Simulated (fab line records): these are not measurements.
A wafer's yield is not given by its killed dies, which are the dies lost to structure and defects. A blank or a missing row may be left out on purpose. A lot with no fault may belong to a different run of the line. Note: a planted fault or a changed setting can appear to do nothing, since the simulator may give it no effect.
Which tool was responsible? || flow nand_harc || 24 lots with 72 wafers sampled at 4 steps, on a route of 1302 steps

== WHAT THE GAUGES READ, wafer by wafer ==
NHARC_P_ZERO_WELL_CD_MEAS_37: target cd 720 nm. Usual: cd_nm at 719.5 nm, with a standard deviation of 2.8.
{"lot": "L074", "measured": "day 2 00:14", "on": "cd_sem-01", "cd_nm (nm)": "720.3 718.4 715.7", "flag": ""}
{"lot": "L075", "measured": "day 2 10:15", "on": "cd_sem-03", "cd_nm (nm)": "723.7 719.6 721.4", "flag": ""}
{"lot": "L076", "measured": "day 2 20:12", "on": "cd_sem-02", "cd_nm (nm)": "721.0 719.7 716.2", "flag": ""}
{"lot": "L077", "measured": "day 3 06:00", "on": "cd_sem-01", "cd_nm (nm)": "722.3 723.4 723.3", "flag": ""}
{"lot": "L078", "measured": "day 3 15:59", "on": "cd_sem-03", "cd_nm (nm)": "715.6 720.0 719.3", "flag": ""}
{"lot": "L079", "measured": "day 4 02:08", "on": "cd_sem-02", "cd_nm (nm)": "721.4 723.7 721.9", "flag": ""}
{"lot": "L080", "measured": "day 4 12:05", "on": "cd_sem-02", "cd_nm (nm)": "721.8 714.3 716.0", "flag": ""}
{"lot": "L081", "measured": "day 4 22:07", "on": "cd_sem-03", "cd_nm (nm)": "719.8 722.9 718.1", "flag": ""}
{"lot": "L082", "measured": "day 5 08:23", "on": "cd_sem-01", "cd_nm (nm)": "723.0 722.1 722.4", "flag": ""}
{"lot": "L083", "measured": "day 5 18:13", "on": "cd_sem-01", "cd_nm (nm)": "721.4 720.1 716.8", "flag": ""}
{"lot": "L084", "measured": "day 6 04:52", "on": "cd_sem-03", "cd_nm (nm)": "723.1 721.0 714.8", "flag": ""}
{"lot": "L085", "measured": "day 6 14:07", "on": "cd_sem-03", "cd_nm (nm)": "714.4 718.1 718.0", "flag": ""}
{"lot": "L086", "measured": "day 7 00:05", "on": "cd_sem-01", "cd_nm (nm)": "721.2 721.3 724.5", "flag": ""}
{"lot": "L087", "measured": "day 7 09:58", "on": "cd_sem-02", "cd_nm (nm)": "719.2 721.6 723.0", "flag": ""}
{"lot": "L088", "measured": "day 7 20:05", "on": "cd_sem-03", "cd_nm (nm)": "720.6 724.4 723.9", "flag": ""}
{"lot": "L089", "measured": "day 8 06:39", "on": "cd_sem-01", "cd_nm (nm)": "717.8 713.6 714.5", "flag": ""}
{"lot": "L090", "measured": "day 8 16:14", "on": "cd_sem-03", "cd_nm (nm)": "719.1 714.8 719.2", "flag": ""}
{"lot": "L091", "measured": "day 9 02:01", "on": "cd_sem-02", "cd_nm (nm)": "721.8 721.3 718.6", "flag": ""}
{"lot": "L092", "measured": "day 9 12:06", "on": "cd_sem-02", "cd_nm (nm)": "718.8 719.0 718.6", "flag": ""}
{"lot": "L093", "measured": "day 9 23:30", "on": "cd_sem-01", "cd_nm (nm)": "721.3 716.7 718.7", "flag": ""}
{"lot": "L094", "measured": "day 10 08:08", "on": "cd_sem-02", "cd_nm (nm)": "712.7 715.0 719.3", "flag": ""}
{"lot": "L095", "measured": "day 10 18:14", "on": "cd_sem-02", "cd_nm (nm)": "723.9 722.4 722.3", "flag": ""}
{"lot": "L096", "measured": "day 11 04:00", "on": "cd_sem-02", "cd_nm (nm)": "720.9 720.5 720.3", "flag": ""}
{"lot": "L097", "measured": "day 11 14:31", "on": "cd_sem-03", "cd_nm (nm)": "721.1 721.0 718.4", "flag": ""}

NHARC_P_GATE_CD_MEAS_26: target cd 120 nm. Usual: cd_nm at 119.9 nm, with a standard deviation of 0.71.
{"lot": "L074", "measured": "day 4 18:59", "on": "cd_sem-03", "cd_nm (nm)": "120.2 119.9 119.1", "flag": ""}
{"lot": "L075", "measured": "day 5 16:37", "on": "cd_sem-01", "cd_nm (nm)": "119.5 119.8 120.3", "flag": ""}
{"lot": "L076", "measured": "day 6 00:29", "on": "cd_sem-03", "cd_nm (nm)": "119.4 118.8 120.3", "flag": ""}
{"lot": "L077", "measured": "day 6 07:50", "on": "cd_sem-01", "cd_nm (nm)": "118.6 120.2 119.6", "flag": ""}
{"lot": "L078", "measured": "day 6 16:45", "on": "cd_sem-03", "cd_nm (nm)": "120.7 119.9 121.3", "flag": ""}
{"lot": "L079", "measured": "day 7 04:31", "on": "cd_sem-03", "cd_nm (nm)": "118.8 119.7 121.3", "flag": ""}
{"lot": "L080", "measured": "day 7 09:21", "on": "cd_sem-01", "cd_nm (nm)": "119.7 119.4 119.9", "flag": ""}
{"lot": "L081", "measured": "day 7 21:40", "on": "cd_sem-01", "cd_nm (nm)": "120.1 119.6 119.1", "flag": ""}
{"lot": "L082", "measured": "day 8 08:36", "on": "cd_sem-01", "cd_nm (nm)": "120.0 120.1 120.3", "flag": ""}
{"lot": "L083", "measured": "day 8 21:10", "on": "cd_sem-02", "cd_nm (nm)": "119.1 117.8 119.5", "flag": ""}
{"lot": "L084", "measured": "day 9 05:46", "on": "cd_sem-02", "cd_nm (nm)": "120.5 119.9 121.0", "flag": ""}
{"lot": "L085", "measured": "day 9 14:22", "on": "cd_sem-01", "cd_nm (nm)": "119.8 119.2 120.6", "flag": ""}
{"lot": "L086", "measured": "day 9 21:02", "on": "cd_sem-01", "cd_nm (nm)": "118.6 119.1 118.9", "flag": ""}
{"lot": "L087", "measured": "day 10 10:49", "on": "cd_sem-01", "cd_nm (nm)": "118.8 120.0 119.4", "flag": ""}
{"lot": "L088", "measured": "day 11 08:46", "on": "cd_sem-02", "cd_nm (nm)": "120.0 120.7 119.3", "flag": ""}
{"lot": "L089", "measured": "day 11 09:13", "on": "cd_sem-01", "cd_nm (nm)": "119.0 120.6 120.1", "flag": ""}
{"lot": "L090", "measured": "day 12 01:14", "on": "cd_sem-02", "cd_nm (nm)": "120.2 120.9 119.7", "flag": ""}
{"lot": "L091", "measured": "day 12 09:32", "on": "cd_sem-01", "cd_nm (nm)": "119.4 119.6 118.8", "flag": ""}
{"lot": "L092", "measured": "day 12 09:42", "on": "cd_sem-02", "cd_nm (nm)": "119.2 119.0 121.0", "flag": ""}
{"lot": "L093", "measured": "day 13 03:41", "on": "cd_sem-01", "cd_nm (nm)": "120.1 119.9 120.6", "flag": ""}
{"lot": "L094", "measured": "day 13 04:19", "on": "cd_sem-03", "cd_nm (nm)": "120.5 120.7 120.1", "flag": ""}
{"lot": "L095", "measured": "day 13 14:33", "on": "cd_sem-01", "cd_nm (nm)": "119.3 119.7 119.7", "flag": ""}
{"lot": "L096", "measured": "day 14 00:59", "on": "cd_sem-01", "cd_nm (nm)": "120.5 119.4 121.4", "flag": ""}
{"lot": "L097", "measured": "day 14 18:16", "on": "cd_sem-03", "cd_nm (nm)": "119.3 119.7 119.0", "flag": ""}

NHARC_P_CONTACT_OVL_MEAS_13. Usual: overlay_x_nm 0.4 nm, standard deviation 0.79; overlay_y_nm 0.0 nm, standard deviation 0.84.
{"lot": "L074", "measured": "day 5 15:16", "on": "overlay-01", "overlay_x_nm (nm)": "0.7 0.6 0.6", "overlay_y_nm (nm)": "0.2 -0.2 -0.2", "flag": ""}
{"lot": "L075", "measured": "day 6 12:49", "on": "overlay-02", "overlay_x_nm (nm)": "0.3 0.3 1.1", "overlay_y_nm (nm)": "0.4 0.3 -0.4", "flag": ""}
{"lot": "L076", "measured": "day 6 21:13", "on": "overlay-01", "overlay_x_nm (nm)": "-1.1 -0.8 -0.9", "overlay_y_nm (nm)": "-0.9 -0.7 -0.4", "flag": ""}
{"lot": "L077", "measured": "day 7 03:59", "on": "overlay-02", "overlay_x_nm (nm)": "0.1 0.1 0.0", "overlay_y_nm (nm)": "0.4 0.5 0.6", "flag": ""}
{"lot": "L078", "measured": "day 7 16:22", "on": "overlay-01", "overlay_x_nm (nm)": "1.2 1.1 1.0", "overlay_y_nm (nm)": "-0.7 -0.8 -0.8", "flag": ""}
{"lot": "L079", "measured": "day 8 02:47", "on": "overlay-01", "overlay_x_nm (nm)": "-0.3 -0.2 -0.5", "overlay_y_nm (nm)": "0.0 0.3 0.0", "flag": ""}
{"lot": "L080", "measured": "day 8 05:29", "on": "overlay-02", "overlay_x_nm (nm)": "0.2 0.0 -0.7", "overlay_y_nm (nm)": "1.4 0.8 1.1", "flag": ""}
{"lot": "L081", "measured": "day 8 17:53", "on": "overlay-01", "overlay_x_nm (nm)": "0.0 0.5 0.1", "overlay_y_nm (nm)": "0.1 -0.1 0.0", "flag": ""}
{"lot": "L082", "measured": "day 9 04:38", "on": "overlay-02", "overlay_x_nm (nm)": "1.1 1.0 0.8", "overlay_y_nm (nm)": "0.3 0.0 0.3", "flag": ""}
{"lot": "L083", "measured": "day 9 17:37", "on": "overlay-01", "overlay_x_nm (nm)": "1.8 1.1 1.5", "overlay_y_nm (nm)": "-0.7 -0.6 -1.2", "flag": ""}
{"lot": "L084", "measured": "day 10 03:56", "on": "overlay-02", "overlay_x_nm (nm)": "0.9 1.4 0.9", "overlay_y_nm (nm)": "-0.3 -0.4 -0.2", "flag": ""}
{"lot": "L085", "measured": "day 10 12:46", "on": "overlay-02", "overlay_x_nm (nm)": "-0.1 0.0 -0.1", "overlay_y_nm (nm)": "0.5 0.7 0.4", "flag": ""}
{"lot": "L086", "measured": "day 10 17:17", "on": "overlay-01", "overlay_x_nm (nm)": "0.8 1.2 0.5", "overlay_y_nm (nm)": "-1.5 -2.0 -1.6", "flag": ""}
{"lot": "L087", "measured": "day 11 07:01", "on": "overlay-02", "overlay_x_nm (nm)": "-0.1 0.2 0.4", "overlay_y_nm (nm)": "0.4 0.4 0.3", "flag": ""}
{"lot": "L088", "measured": "day 12 05:34", "on": "overlay-02", "overlay_x_nm (nm)": "1.9 1.8 1.7", "overlay_y_nm (nm)": "0.4 0.7 0.3", "flag": ""}
{"lot": "L089", "measured": "day 12 05:57", "on": "overlay-01", "overlay_x_nm (nm)": "1.3 1.3 1.4", "overlay_y_nm (nm)": "0.4 0.1 0.2", "flag": ""}
{"lot": "L090", "measured": "day 12 23:26", "on": "overlay-01", "overlay_x_nm (nm)": "1.0 0.6 0.9", "overlay_y_nm (nm)": "0.6 0.1 0.1", "flag": ""}
{"lot": "L091", "measured": "day 13 05:53", "on": "overlay-01", "overlay_x_nm (nm)": "1.1 0.8 0.8", "overlay_y_nm (nm)": "2.2 2.0 2.5", "flag": ""}
{"lot": "L092", "measured": "day 13 06:04", "on": "overlay-02", "overlay_x_nm (nm)": "0.7 0.4 0.4", "overlay_y_nm (nm)": "-1.3 -1.7 -1.7", "flag": ""}
{"lot": "L093", "measured": "day 13 23:58", "on": "overlay-02", "overlay_x_nm (nm)": "-0.7 -0.6 -0.2", "overlay_y_nm (nm)": "0.1 0.0 0.2", "flag": ""}
{"lot": "L094", "measured": "day 14 00:41", "on": "overlay-02", "overlay_x_nm (nm)": "-0.6 -0.1 -0.5", "overlay_y_nm (nm)": "0.9 0.7 0.4", "flag": ""}
{"lot": "L095", "measured": "day 14 10:46", "on": "overlay-01", "overlay_x_nm (nm)": "-1.3 -0.9 -0.5", "overlay_y_nm (nm)": "-0.3 0.0 -0.4", "flag": ""}
{"lot": "L096", "measured": "day 14 20:47", "on": "overlay-01", "overlay_x_nm (nm)": "0.2 0.3 0.3", "overlay_y_nm (nm)": "-1.3 -1.1 -1.3", "flag": ""}
{"lot": "L097", "measured": "day 15 15:32", "on": "overlay-01", "overlay_x_nm (nm)": "-0.5 0.3 -0.5", "overlay_y_nm (nm)": "0.6 0.5 0.8", "flag": ""}

== WHAT TOOL EACH LOT RAN ON (gives the tool, then ch and the chambers of the sampled wafers, and finally the start) ==
{"lot": "L074", "NHARC_P_CONTACT_CMP_01": "cmp-01 ch 2,3, day 5 14:19"}
{"lot": "L075", "NHARC_P_CONTACT_CMP_01": "cmp-04 ch 0,1,3, day 6 11:55"}
{"lot": "L076", "NHARC_P_CONTACT_CMP_01": "cmp-04 ch 0,2,3, day 6 20:18"}
{"lot": "L077", "NHARC_P_CONTACT_CMP_01": "cmp-01 ch 1,2,3, day 7 03:13"}
{"lot": "L078", "NHARC_P_CONTACT_CMP_01": "cmp-01 ch 1,3, day 7 15:28"}
{"lot": "L079", "NHARC_P_CONTACT_CMP_01": "cmp-01 ch 0,1, day 8 01:51"}
{"lot": "L080", "NHARC_P_CONTACT_CMP_01": "cmp-01 ch 0,3, day 8 04:42"}
{"lot": "L081", "NHARC_P_CONTACT_CMP_01": "cmp-04 ch 0,1,3, day 8 17:00"}
{"lot": "L082", "NHARC_P_CONTACT_CMP_01": "cmp-04 ch 2,3, day 9 03:45"}
{"lot": "L083", "NHARC_P_CONTACT_CMP_01": "cmp-04 ch 0,2,3, day 9 16:43"}
{"lot": "L084", "NHARC_P_CONTACT_CMP_01": "cmp-01 ch 0,3, day 10 03:01"}
{"lot": "L085", "NHARC_P_CONTACT_CMP_01": "cmp-01 ch 0,1,3, day 10 11:52"}
{"lot": "L086", "NHARC_P_CONTACT_CMP_01": "cmp-01 ch 0,1,3, day 10 16:22"}
{"lot": "L087", "NHARC_P_CONTACT_CMP_01": "cmp-01 ch 2,3, day 11 06:14"}
{"lot": "L088", "NHARC_P_CONTACT_CMP_01": "cmp-01 ch 1,2,3, day 12 04:40"}
{"lot": "L089", "NHARC_P_CONTACT_CMP_01": "cmp-02 ch 1,2,3, day 12 05:05"}
{"lot": "L090", "NHARC_P_CONTACT_CMP_01": "cmp-04 ch 0,2,3, day 12 22:38"}
{"lot": "L091", "NHARC_P_CONTACT_CMP_01": "cmp-01 ch 0,1,2, day 13 05:01"}
{"lot": "L092", "NHARC_P_CONTACT_CMP_01": "cmp-04 ch 1,2, day 13 05:08"}
{"lot": "L093", "NHARC_P_CONTACT_CMP_01": "cmp-01 ch 0,1,3, day 13 23:06"}
{"lot": "L094", "NHARC_P_CONTACT_CMP_01": "cmp-02 ch 0,1,3, day 13 23:48"}
{"lot": "L095", "NHARC_P_CONTACT_CMP_01": "cmp-02 ch 0,2, day 14 09:50"}
{"lot": "L096", "NHARC_P_CONTACT_CMP_01": "cmp-01 ch 1,3, day 14 20:01"}
{"lot": "L097", "NHARC_P_CONTACT_CMP_01": "cmp-02 ch 0,1,3, day 15 14:39"}
- NHARC_P_CONTACT_CMP_01: polishes SiO2, target thk 200 nm.

== WHAT THE TOOLS THEMSELVES READ (means of the sampled wafers that have a number; where no wafer has one, the mark that the record gives instead) ==
NHARC_P_CONTACT_CMP_01. Usual: motor_current_A at 12.1 A, with a standard deviation of 1.5.
{"lot": "L074", "tool": "cmp-01", "motor_current_A (A)": 11.4, "flag": ""}
{"lot": "L075", "tool": "cmp-04", "motor_current_A (A)": 12.5, "flag": ""}
{"lot": "L076", "tool": "cmp-04", "motor_current_A (A)": 11.5, "flag": ""}
{"lot": "L077", "tool": "cmp-01", "motor_current_A (A)": 12.0, "flag": ""}
{"lot": "L078", "tool": "cmp-01", "motor_current_A (A)": 11.3, "flag": ""}
{"lot": "L079", "tool": "cmp-01", "motor_current_A (A)": 11.5, "flag": ""}
{"lot": "L080", "tool": "cmp-01", "motor_current_A (A)": 10.4, "flag": ""}
{"lot": "L081", "tool": "cmp-04", "motor_current_A (A)": 12.7, "flag": ""}
{"lot": "L082", "tool": "cmp-04", "motor_current_A (A)": 12.7, "flag": ""}
{"lot": "L083", "tool": "cmp-04", "motor_current_A (A)": 11.8, "flag": ""}
{"lot": "L084", "tool": "cmp-01", "motor_current_A (A)": 10.4, "flag": ""}
{"lot": "L085", "tool": "cmp-01", "motor_current_A (A)": 11.6, "flag": ""}
{"lot": "L086", "tool": "cmp-01", "motor_current_A (A)": 11.6, "flag": ""}
{"lot": "L087", "tool": "cmp-01", "motor_current_A (A)": 11.4, "flag": ""}
{"lot": "L088", "tool": "cmp-01", "motor_current_A (A)": 12.0, "flag": ""}
{"lot": "L089", "tool": "cmp-02", "motor_current_A (A)": 12.0, "flag": ""}
{"lot": "L090", "tool": "cmp-04", "motor_current_A (A)": 11.9, "flag": ""}
{"lot": "L091", "tool": "cmp-01", "motor_current_A (A)": 12.2, "flag": ""}
{"lot": "L092", "tool": "cmp-04", "motor_current_A (A)": 14.7, "flag": ""}
{"lot": "L093", "tool": "cmp-01", "motor_current_A (A)": 11.5, "flag": ""}
{"lot": "L094", "tool": "cmp-02", "motor_current_A (A)": 12.2, "flag": ""}
{"lot": "L095", "tool": "cmp-02", "motor_current_A (A)": 11.5, "flag": ""}
{"lot": "L096", "tool": "cmp-01", "motor_current_A (A)": 11.4, "flag": ""}
{"lot": "L097", "tool": "cmp-02", "motor_current_A (A)": 12.1, "flag": ""}

== THE ANSWER, worked out from the rows above alone ==
Rule: lot off if the mean of its wafers having a number is beyond 3 standard deviations from the usual mean. A lot without any number at a reading at which 4 lots or more have one is off too. All remaining lots with rows at the step are treated as sound. First the gauges in route order, then the tools' own readings, where a lot's mean is used as printed above. The first step at which some lot is off is used, and at that step the reading that is off furthest; a lot without a number counts as furthest.
No lot is off at any reading shown: from this, nothing can be told.

== WHAT THE SIMULATOR PUT IN ==
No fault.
